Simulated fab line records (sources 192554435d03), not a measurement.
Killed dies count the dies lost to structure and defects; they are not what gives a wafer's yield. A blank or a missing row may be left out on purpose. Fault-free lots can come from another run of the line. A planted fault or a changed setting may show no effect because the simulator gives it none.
Matching of chambers || flow n5_finfet || 4 sister chambers for N5_BEOL_M9_DESCUM_16 on rie_diel-03
The step chemistry O2, time 7.9 s. 14 wafers are shown with their chamber, then 7 later ones without.

== WAFERS WITH THEIR CHAMBER ==
{"wafer": "L455.2", "chamber": 2, "throttle_valve_pct (%)": 20.54, "oes_product_au (a.u.)": 0.77, "rf_vpp_V (V)": 243.9}
{"wafer": "L455.4", "chamber": 0, "throttle_valve_pct (%)": 20.30, "oes_product_au (a.u.)": 0.89, "rf_vpp_V (V)": 244.4}
{"wafer": "L455.5", "chamber": 2, "throttle_valve_pct (%)": 20.53, "oes_product_au (a.u.)": 0.78, "rf_vpp_V (V)": 243.9}
{"wafer": "L454.2", "chamber": 2, "throttle_valve_pct (%)": 20.52, "oes_product_au (a.u.)": 0.79, "rf_vpp_V (V)": 243.6}
{"wafer": "L454.5", "chamber": 0, "throttle_valve_pct (%)": 20.30, "oes_product_au (a.u.)": 0.90, "rf_vpp_V (V)": 243.1}
{"wafer": "L454.6", "chamber": 1, "throttle_valve_pct (%)": 20.71, "oes_product_au (a.u.)": 0.82, "rf_vpp_V (V)": 241.4}
{"wafer": "L457.2", "chamber": 0, "throttle_valve_pct (%)": 20.31, "oes_product_au (a.u.)": 0.87, "rf_vpp_V (V)": 244.3}
{"wafer": "L457.3", "chamber": 1, "throttle_valve_pct (%)": 20.73, "oes_product_au (a.u.)": 0.80, "rf_vpp_V (V)": 241.3}
{"wafer": "L457.6", "chamber": 0, "throttle_valve_pct (%)": 20.30, "oes_product_au (a.u.)": 0.89, "rf_vpp_V (V)": 243.3}
{"wafer": "L458.1", "chamber": 3, "throttle_valve_pct (%)": 20.54, "oes_product_au (a.u.)": 0.75, "rf_vpp_V (V)": 242.9}
{"wafer": "L458.2", "chamber": 0, "throttle_valve_pct (%)": 20.31, "oes_product_au (a.u.)": 0.89, "rf_vpp_V (V)": 242.8}
{"wafer": "L458.6", "chamber": 0, "throttle_valve_pct (%)": 20.31, "oes_product_au (a.u.)": 0.89, "rf_vpp_V (V)": 243.1}
{"wafer": "L456.2", "chamber": 3, "throttle_valve_pct (%)": 20.55, "oes_product_au (a.u.)": 0.75, "rf_vpp_V (V)": 240.8}
{"wafer": "L456.4", "chamber": 0, "throttle_valve_pct (%)": 20.31, "oes_product_au (a.u.)": 0.88, "rf_vpp_V (V)": 245.0}

SIGNATURES, as means of the wafers listed above
{"reading": "throttle_valve_pct", "chamber 0": 20.3057, "chamber 1": 20.7200, "chamber 2": 20.5300, "chamber 3": 20.5450, "scatter within a chamber": 0.00788}
{"reading": "oes_product_au", "chamber 0": 0.8871, "chamber 1": 0.8100, "chamber 2": 0.7800, "chamber 3": 0.7500, "scatter within a chamber": 0.00971}
{"reading": "rf_vpp_V", "chamber 0": 243.714, "chamber 1": 241.350, "chamber 2": 243.800, "chamber 3": 241.850, "scatter within a chamber": 0.806}
Rule: for a wafer and a chamber, the distance is found by dividing, reading by reading, the gap between the wafer's reading and the chamber's mean by the reading's scatter, squaring, summing and taking the root. If the next closest chamber is less than 2 further off than the closest, the wafer can't be placed; otherwise it belongs to the closest. The scatter: the root of (the sum of the squares of (reading less its chamber's mean) over the shown wafers, divided by (wafers less chambers)).

== WAFERS WITH NO CHAMBER GIVEN ==
{"wafer": "L456.6", "throttle_valve_pct (%)": 20.52, "oes_product_au (a.u.)": 0.77, "rf_vpp_V (V)": 243.8}
{"wafer": "L459.1", "throttle_valve_pct (%)": 20.55, "oes_product_au (a.u.)": 0.76, "rf_vpp_V (V)": 243.5}
{"wafer": "L459.4", "throttle_valve_pct (%)": 20.74, "oes_product_au (a.u.)": 0.80, "rf_vpp_V (V)": 242.4}
{"wafer": "L459.5", "throttle_valve_pct (%)": 20.74, "oes_product_au (a.u.)": 0.80, "rf_vpp_V (V)": 241.5}
{"wafer": "L461.3", "throttle_valve_pct (%)": 20.31, "oes_product_au (a.u.)": 0.87, "rf_vpp_V (V)": 244.6}
{"wafer": "L461.5", "throttle_valve_pct (%)": 20.56, "oes_product_au (a.u.)": 0.75, "rf_vpp_V (V)": 242.6}
{"wafer": "L461.6", "throttle_valve_pct (%)": 20.54, "oes_product_au (a.u.)": 0.76, "rf_vpp_V (V)": 243.8}

== THE CHAMBER EACH PASSED THROUGH ==
{"wafer": "L456.6", "from the rows above": 2, "in truth": 2}
{"wafer": "L459.1", "from the rows above": "can't be placed: 3 or 2", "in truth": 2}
{"wafer": "L459.4", "from the rows above": 1, "in truth": 1}
{"wafer": "L459.5", "from the rows above": 1, "in truth": 1}
{"wafer": "L461.3", "from the rows above": 0, "in truth": 0}
{"wafer": "L461.5", "from the rows above": 3, "in truth": 3}
{"wafer": "L461.6", "from the rows above": "can't be placed: 2 or 3", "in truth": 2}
Placed correctly: 5 of 7. Cannot be placed on the basis of these rows: 2; the candidates contain the true chamber in 2. Number placed wrongly: 0.
